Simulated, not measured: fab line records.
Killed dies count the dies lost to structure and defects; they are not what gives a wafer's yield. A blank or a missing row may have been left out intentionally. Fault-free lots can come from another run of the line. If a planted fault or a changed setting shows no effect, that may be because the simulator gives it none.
fab line records / flow n5Finfet
[record] lots = 4 wafers = 12 lastDay = 18
route steps=1938 shown BEOL_M15@1786 PASSIVATION@1936
lots untouched by any fault: they come from a run of this same line in which no faults occurred
startH: hours from the record's opening day to when the first of the lot's shown wafers began / waitH: hours from the lot's prior step to this one / " same as the row above / L1.1+2: several wafers, shown together as one row / - no value, or no start given / * or withheld: withheld / < > ~ a bound
route shown NAME@n: a module of which the file shows steps, and the number in the route of the first / usual: the fault-free wafers' mean and standard deviation / same: alike in all rows / chamber/n: place in a boat / sites: per-site readings / _std_site: their standard deviation / _edge_site: outer sites' mean less inner sites' / radiusMm: how far each site lies from the wafer's centre / mask NAME#n: copy n / behind: tool/chamber where the wafer was last shaped / hold: reason for holding the lot/hours on hold/outcome of the hold / device: the transistor (n, p or np) that didn't switch / end of line: at the end of the route, the tests of the same wafers / a step with no rows: only its recipe / killed: count of dies lost to structure and defects at first sort (not the wafer's yield) / map: per-die view of a wafer (x killed, . not killed, _ where there is no die)
set.NAME: setting as actually run; set.NAME@STEP: the setting as run at that earlier step / model.NAME: the simulator's own value behind a step, which no gauge read
lots seen at some steps along the route; tables by step, rows by wafer
services: the hour from which a tool's chamber was out of use, counted from the record's first day as startH (under 0 if before that day), plus the number of hours and why
[[steps]]
[step N5_BEOL_M15_DESCUM_15]
[recipe] chemistry = O2 timeS = 7.9 sourcePowerW = 50 biasPowerW = 20 pressureMtorr = 20 rfFrequencyHz = 2.712e+07 tempC = 40 o2FlowSccm = 225
[step N5_BEOL_M15_ETCH_59]
[recipe] chemistry = N2/H2 target = BARC targetDepthA = 890 overetchA = 267 timeS = 67.9 ionEnergyEv = 200 pressureMtorr = 30 sourceW = 840 biasW = 150 n2FlowSccm = 200 h2FlowSccm = 200
[step N5_BEOL_M15_VIA_ETCH_16]
[recipe] chemistry = C4F8/O2/Ar target = SiO2 heInnerTorr = 15 heOuterTorr = 30 targetDepthA = 17922 timeS = withheld ionEnergyEv = 800 pressureMtorr = 20 sourceW = 1905 biasW = 2040 Ar_flow_sccm = 400 C4F8_flow_sccm = 16 O2_flow_sccm = 12 ends = cleared
[step N5_BEOL_M15_STRIP_63]
[recipe] chemistry = O2 powerW = 600 tempC = 60 pressureMtorr = 30 rfFrequencyHz = 6e+07 biasPowerW = 0 overashFraction = 0.3 o2FlowSccm = 225
[step N5_BEOL_M15_STRIP_64]
[recipe] chemistry = O2 powerW = 600 tempC = 60 pressureMtorr = 30 rfFrequencyHz = 6e+07 biasPowerW = 0 overashFraction = 0.3 o2FlowSccm = 225
[step N5_BEOL_M15_STRIP_65]
[recipe] chemistry = postEtchResidueRemover timeS = 60 tempC = 25 removerPh = withheld removerWaterWtPct = withheld removerFluorideWtPct = withheld
[step N5_BEOL_M15_SRD_66]
[recipe] timeS = 30 tempC = 23 rinseLiquid = diw dry = n2Spin spinRpm = 1500 dryTimeS = 30
[step N5_BEOL_M15_COAT_56]
[recipe] resist = SOC tempC = 250 timeS = 60 spinRpm = 1500 resistThkNm = 550
[step N5_BEOL_M15_ETCH_57]
[recipe] chemistry = N2/H2 target = SOC sourceW = 3000 biasW = 350 timeS = 750 ionEnergyEv = 200 pressureMtorr = 30 n2FlowSccm = 200 h2FlowSccm = 200
[usual] drypumpMotorCurrentA = 5.8/0.76 oesProductAu = 0.76/0.062 rfFwdPowerW = 2996/8.3 rfVppV = 523.4/2.2 showerheadPlenumPTorr = 2.52/0.081 throttleValvePct = 17.68/0.2
lot.wafer=L132.1 tool=rieDiel-04 chamber=1 startH=350.40 waitH=- drypumpMotorCurrentA=4.7 oesProductAu=0.70 rfFwdPowerW=2991 rfHoursCounterH=203 rfVppV=527.2 showerheadPlenumPTorr=2.64 throttleValvePct=17.83
lot.wafer=L132.2 tool=rieDiel-04 chamber=3 startH=350.40 waitH=- drypumpMotorCurrentA=6.8 oesProductAu=0.79 rfFwdPowerW=2992 rfHoursCounterH=108 rfVppV=520.1 showerheadPlenumPTorr=2.45 throttleValvePct=17.75
lot.wafer=L132.5 tool=rieDiel-04 chamber=0 startH=350.40 waitH=- drypumpMotorCurrentA=5.4 oesProductAu=0.69 rfFwdPowerW=2996 rfHoursCounterH=- rfVppV=524.5 showerheadPlenumPTorr=2.62 throttleValvePct=17.79
lot.wafer=L136.4 tool=rieDiel-04 chamber=0 startH=373.04 waitH=- drypumpMotorCurrentA=5.4 oesProductAu=0.69 rfFwdPowerW=2993 rfHoursCounterH=239 rfVppV=525.4 showerheadPlenumPTorr=2.62 throttleValvePct=17.82
lot.wafer=L136.5 tool=rieDiel-04 chamber=1 startH=373.04 waitH=- drypumpMotorCurrentA=4.7 oesProductAu=0.70 rfFwdPowerW=2998 rfHoursCounterH=- rfVppV=525.6 showerheadPlenumPTorr=2.64 throttleValvePct=17.82
lot.wafer=L136.6 tool=rieDiel-04 chamber=2 startH=373.04 waitH=- drypumpMotorCurrentA=6.5 oesProductAu=0.82 rfFwdPowerW=3002 rfHoursCounterH=- rfVppV=522.5 showerheadPlenumPTorr=2.46 throttleValvePct=17.37
lot.wafer=L135.2 tool=rieDiel-04 chamber=1 startH=387.40 waitH=- drypumpMotorCurrentA=4.7 oesProductAu=0.70 rfFwdPowerW=2998 rfHoursCounterH=215 rfVppV=525.1 showerheadPlenumPTorr=2.64 throttleValvePct=17.84
lot.wafer=L135.4 tool=rieDiel-04 chamber=3 startH=387.40 waitH=- drypumpMotorCurrentA=6.8 oesProductAu=0.78 rfFwdPowerW=3010 rfHoursCounterH=121 rfVppV=520.8 showerheadPlenumPTorr=2.45 throttleValvePct=17.79
lot.wafer=L135.6 tool=rieDiel-04 chamber=1 startH=387.40 waitH=- drypumpMotorCurrentA=4.7 oesProductAu=0.69 rfFwdPowerW=3002 rfHoursCounterH=- rfVppV=525.6 showerheadPlenumPTorr=2.64 throttleValvePct=17.85
lot.wafer=L142.2 tool=rieDiel-01 chamber=2 startH=412.06 waitH=- drypumpMotorCurrentA=5.2 oesProductAu=0.67 rfFwdPowerW=3004 rfHoursCounterH=231 rfVppV=522.3 showerheadPlenumPTorr=2.51 throttleValvePct=17.62
lot.wafer=L142.3 tool=rieDiel-01 chamber=3 startH=412.06 waitH=- drypumpMotorCurrentA=6.4 oesProductAu=0.79 rfFwdPowerW=2999 rfHoursCounterH=102 rfVppV=521.8 showerheadPlenumPTorr=2.46 throttleValvePct=17.78
lot.wafer=L142.4 tool=rieDiel-01 chamber=0 startH=412.06 waitH=- drypumpMotorCurrentA=5.6 oesProductAu=0.74 rfFwdPowerW=2995 rfHoursCounterH=189 rfVppV=523.3 showerheadPlenumPTorr=2.53 throttleValvePct=17.86
[step N5_BEOL_M15_COAT_60]
[recipe] resist = BARC tempC = 205 timeS = 60 spinRpm = 1500 resistThkNm = 89
[step N5_BEOL_M15_COAT_22]
[recipe] spinRpm = 1704 resistThkNm = 800
[step N5_BEOL_M15_EBR_24]
[recipe] solvent = PGMEA ebrWidthMm = 1.5
[step N5_BEOL_M15_SOFTBAKE_23]
[recipe] tempC = 130 timeS = 60
[step N5_BEOL_M15_EXPOSE_25]
[recipe] maskId = M15 na = 0.8 sourceShape = annular sigmaInner = 0.5 sigmaOuter = 0.8 polarization = unpolarized targetCdNm = 400 doseMj = 35.5
[step N5_BEOL_M15_PEB_26]
[recipe] pebTempC = 130 pebTimeS = 90
[step N5_BEOL_M15_DEVELOP_27]
[recipe] developTimeS = 45 rinseLiquid = diw dry = airSpin devTempC = 21
[step N5_BEOL_M15_HARDBAKE_32]
[recipe] tempC = 130 timeS = 120
[step N5_BEOL_M15_INSPECT_30]
[recipe] mode = adi inspectInstrument = macro
[usual] rawDefectCount = 1.8/1.4
lot.wafer=L132.1 tool=defectInspect-01 chamber=- startH=351.36 waitH=0.0 rawDefectCount=0
lot.wafer=L132.2 tool=defectInspect-01 chamber=- startH=351.36 waitH=0.0 rawDefectCount=5
lot.wafer=L132.5 tool=defectInspect-01 chamber=- startH=351.36 waitH=0.0 rawDefectCount=1
lot.wafer=L136.4 tool=defectInspect-01 chamber=- startH=373.99 waitH=0.0 rawDefectCount=>300
lot.wafer=L136.5 tool=defectInspect-01 chamber=- startH=373.99 waitH=0.0 rawDefectCount=>300
lot.wafer=L136.6 tool=defectInspect-01 chamber=- startH=373.99 waitH=0.0 rawDefectCount=>300
lot.wafer=L135.2 tool=defectInspect-02 chamber=- startH=388.23 waitH=0.0 rawDefectCount=>300
lot.wafer=L135.4 tool=defectInspect-02 chamber=- startH=388.23 waitH=0.0 rawDefectCount=>300
lot.wafer=L135.6 tool=defectInspect-02 chamber=- startH=388.23 waitH=0.0 rawDefectCount=>300
lot.wafer=L142.2 tool=defectInspect-02 chamber=- startH=413.01 waitH=0.0 rawDefectCount=0
lot.wafer=L142.3 tool=defectInspect-02 chamber=- startH=413.01 waitH=0.0 rawDefectCount=1
lot.wafer=L142.4 tool=defectInspect-02 chamber=- startH=413.01 waitH=0.0 rawDefectCount=3
[step N5_BEOL_M15_DESCUM_33]
[recipe] chemistry = O2 timeS = 7.9 sourcePowerW = 50 biasPowerW = 20 pressureMtorr = 20 rfFrequencyHz = 2.712e+07 tempC = 40 o2FlowSccm = 225
[step N5_PASSIVATION_PROBE_49]
[usual] defectLimitedYield = 91.4/1.5 killed_at_M0_to_M3 = 33/11 killed_at_M4_up = 14/5.3 killedAtContacts = 13/6.2 killedAtFrontEnd = 39/13 killedAtOther = 3.1/2.8 killedDies = 102/17 killedOnRim = 13/3.8 killedOpen = 68/13 killedShort = 32/7.8 sort_bin_5_function = 5.1/0.95 sort_bin_6_memory = 3.2/0.7 sortNPass = 1078/18 sortYieldPct = 91.3/1.5
[same] grossDies = 1180 killedAtBackSide = 0 sort_bin_4_leakage[%] = 0 sort_bin_8_speed[%] = 0
lot.wafer=L136.4 tool=prober-01 chamber=- startH=394.76 waitH=0.2 defectLimitedYield[%]=83.1 killed_at_M0_to_M3=16 killed_at_M4_up=140 killedAtContacts=10 killedAtFrontEnd=31 killedAtOther=3 killedDies=200 killedOnRim=11 killedOpen=45 killedShort=24 sort_bin_5_function[%]=10.2 sort_bin_6_memory[%]=3.8 sortNPass=980 sortYieldPct[%]=83.1
lot.wafer=L136.5 tool=prober-01 chamber=- startH=394.81 waitH=0.2 defectLimitedYield[%]=83.2 killed_at_M0_to_M3=38 killed_at_M4_up=97 killedAtContacts=15 killedAtFrontEnd=41 killedAtOther=7 killedDies=198 killedOnRim=27 killedOpen=59 killedShort=51 sort_bin_5_function[%]=10.5 sort_bin_6_memory[%]=4.0 sortNPass=982 sortYieldPct[%]=83.2
lot.wafer=L136.6 tool=prober-01 chamber=- startH=394.86 waitH=0.3 defectLimitedYield[%]=87.0 killed_at_M0_to_M3=25 killed_at_M4_up=73 killedAtContacts=10 killedAtFrontEnd=35 killedAtOther=10 killedDies=153 killedOnRim=23 killedOpen=57 killedShort=36 sort_bin_5_function[%]=7.9 sort_bin_6_memory[%]=3.4 sortNPass=1027 sortYieldPct[%]=87.0
lot.wafer=L135.2 tool=prober-01 chamber=- startH=409.88 waitH=0.1 defectLimitedYield[%]=84.7 killed_at_M0_to_M3=33 killed_at_M4_up=96 killedAtContacts=25 killedAtFrontEnd=20 killedAtOther=6 killedDies=180 killedOnRim=28 killedOpen=60 killedShort=29 sort_bin_5_function[%]=8.6 sort_bin_6_memory[%]=3.9 sortNPass=1000 sortYieldPct[%]=84.7
lot.wafer=L135.4 tool=prober-01 chamber=- startH=409.98 waitH=0.2 defectLimitedYield[%]=83.9 killed_at_M0_to_M3=32 killed_at_M4_up=102 killedAtContacts=23 killedAtFrontEnd=33 killedAtOther=0 killedDies=190 killedOnRim=36 killedOpen=65 killedShort=33 sort_bin_5_function[%]=8.2 sort_bin_6_memory[%]=4.9 sortNPass=990 sortYieldPct[%]=83.9
lot.wafer=L135.6 tool=prober-01 chamber=- startH=410.08 waitH=0.3 defectLimitedYield[%]=86.6 killed_at_M0_to_M3=17 killed_at_M4_up=99 killedAtContacts=10 killedAtFrontEnd=29 killedAtOther=3 killedDies=158 killedOnRim=24 killedOpen=45 killedShort=27 sort_bin_5_function[%]=8.1 sort_bin_6_memory[%]=2.8 sortNPass=1022 sortYieldPct[%]=86.6
// killed by level:class
L136.4 BEOL_M15:unspecified=131 FIN_SAQP:geometricParticle:open=8 BEOL_M0_SAQP:geometricParticle:open=7 STI_FIN_REVEAL:geometricParticle:open=6 GATE_CUT:geometricParticle:short=5 MOL_CONTACT_COAG:geometricParticle:open=5 MOL_CONTACT_COAG:geometricParticle:short=5 BEOL_M0_SAQP:geometricParticle:short=4
L136.5 BEOL_M15:unspecified=83 MOL_CONTACT_COAG:geometricParticle:open=11 BEOL_M0_SAQP:geometricParticle:short=10 BEOL_M0_SAQP:geometricParticle:open=9 BEOL_M1:geometricParticle:short=6 FIN_SAQP:geometricParticle:short=5 BEOL_M3:geometricParticle:open=5 BEOL_M4:geometricParticle:open=5
L136.6 BEOL_M15:unspecified=59 BEOL_M0_SAQP:geometricParticle:open=10 MOL_CONTACT_COAG:geometricParticle:open=8 ILD0:geometricParticle:open=7 GATE_CUT:geometricParticle:short=7 BEOL_M0_SAQP:geometricParticle:short=6 BEOL_M4:geometricParticle:open=6 FIN_SAQP:geometricParticle:short=5
L135.2 BEOL_M15:unspecified=88 MOL_CONTACT_COAG:geometricParticle:open=17 MOL_CONTACT_COAG:geometricParticle:short=8 BEOL_M2:geometricParticle:open=8 BEOL_M3:geometricParticle:open=7 BEOL_M0_SAQP:geometricParticle:open=7 BEOL_M0_SAQP:geometricParticle:short=5 FIN_SAQP:geometricParticle:open=4
L135.4 BEOL_M15:unspecified=86 MOL_CONTACT_COAG:geometricParticle:open=19 BEOL_M3:geometricParticle:open=11 STI_FIN_REVEAL:geometricParticle:open=7 HKMG_FIN:areaEtch=6 BEOL_M0_SAQP:geometricParticle:short=5 BEOL_M1:geometricParticle:open=5 BEOL_M4:geometricParticle:open=5
L135.6 BEOL_M15:unspecified=84 MOL_CONTACT_COAG:geometricParticle:open=9 BEOL_M4:geometricParticle:open=7 STI_FIN_REVEAL:geometricParticle:short=4 STI_FIN_REVEAL:geometricParticle:open=4 MIM_TOP:geometricParticle:short=3 ILD0:geometricParticle:short=3 ILD0:geometricParticle:open=3
// map L135.4 (x killed, . not)
_________________..x........x________________
______________x................._____________
___________x.x..x......x........x..__________
__________.........................._________
________...x........................x._______
_______.......................x....x..x______
______xx..x...x.......x............x.x.._____
_____xx.xx.x......................x......____
____xxxxxxx.x...........x.................___
___xxxxxxxxx...........x...................__
___xxxxxxxx....x.x........................x__
__xxxxxxxx.x....x.x...x....................._
__xxxxxxxxx...................x..x.........._
_xxxxxxxxxxx....................x.......xx...
_xxxxxxxx.x.x.................x..............
_xxxxxxxxx.x........x.........x..............
_xxxxxx.xx..............x.....x..........x...
_....x..x....................................
_......x..x..x...x..x.....x......x...x.......
_......x.......x...............x............x
_............x............x......x...xx.....x
__x................x..................x.x..._
__...........x...x.......x.........xx......x_
___.x.x.....x.x............................__
___x..x....x..................x............__
____....x......x...........xx.....xx...x..___
_____....x.....................x..x......____
______..........................x......._____
_______...xx...........................______
________...x..xx............x......x.._______
__________..x....x................x._________
___________........................__________
______________...x....x........._____________
_________________..........xx________________
// map L136.4 (x killed, . not)
_________________...........x________________
______________.................x_____________
___________x......x.............x..__________
__________.........x.x.............._________
________........x...............xx...._______
_______.x......x.......x...............______
______........................x........._____
_____.........x.xx...xxx.....x...........____
____...x..........x.xx.xxx..x.............___
___...............xxxxxxxxxx.xx..x.........__
___.x........x...xxxxxxxxxxxx..............__
__..............xxxxxxxxxxxxxxxx............_
__...............xxxxxxxxxxxxxx.....x......._
_.x..............xxxxxxxxxxxx..x.....x.......
_.............x.xxxxxxxxxxxxxxx....x.........
_....x..........x.xxxxxxxxxxxx.x.............
_................xxxxxxxxxxx.xx..............
_..........x........x.xxxx.x.................
_...................xx..x..xx..x............x
_......x.........x..x.......x................
_........x...........xx.............x........
__...................x..xx................x._
__.........x.......x........................_
___..............x......x........x.x.......__
___........................................__
____.............x........x...x........x..___
_____............xx.....x............x...____
______x................................._____
_______.xx.............................______
________.....x..xx...................._______
__________..............xx.x........_________
___________.......x...............x__________
______________............x..x.._____________
_________________............________________
[[services]]
tool=rieDiel-04 chamber=3 startH=332.64 hours=7.5 kind=repair
tool=rieDiel-04 chamber=0 startH=334.08 hours=6.7 kind=repair
tool=rieDiel-01 chamber=1 startH=372.75 hours=- kind=clean
tool=rieDiel-01 chamber=1 startH=372.75 hours=- kind=consumableReplace:focusRing
tool=rieDiel-01 chamber=1 startH=372.75 hours=- kind=consumableReplace:showerhead
tool=rieDiel-01 chamber=1 startH=372.75 hours=22.7 kind=scheduledDown
tool=rieDiel-01 chamber=1 startH=372.75 hours=22.7 kind=ventCycle
tool=rieDiel-01 chamber=3 startH=380.65 hours=7.9 kind=repair
tool=rieDiel-01 chamber=2 startH=399.94 hours=1.9 kind=repair
tool=rieDiel-04 chamber=0 startH=401.11 hours=- kind=clean
tool=rieDiel-04 chamber=0 startH=401.11 hours=- kind=consumableReplace:focusRing
tool=rieDiel-04 chamber=0 startH=401.11 hours=15.6 kind=scheduledDown
tool=rieDiel-04 chamber=0 startH=401.11 hours=15.6 kind=ventCycle
[[key]]
[firstSign] step = N5_BEOL_M15_INSPECT_30 reading = rawDefectCount direction = up sigmas = 99+ usual = 1.8 struck = >300
[effect] step = N5_PASSIVATION_PROBE_49 reading = killed_at_M4_up direction = up sigmas = 16 usual = 14 struck = 101
[moreKillsBornAt] N5_BEOL_M15_ETCH_57@rieDiel-04 = 531
metAt N5_BEOL_M15_ETCH_57
struckWafers L135.2,L135.4,L135.6,L136.4,L136.5,L136.6
onsetBetween 350.40 373.04
[fault] kind = chamberParticleSource tool = rieDiel-04 chamber = - onsetH = 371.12 steps = N5_BEOL_M15_ETCH_57 ratePerVisitCm2 = 1.1226 endH = 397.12
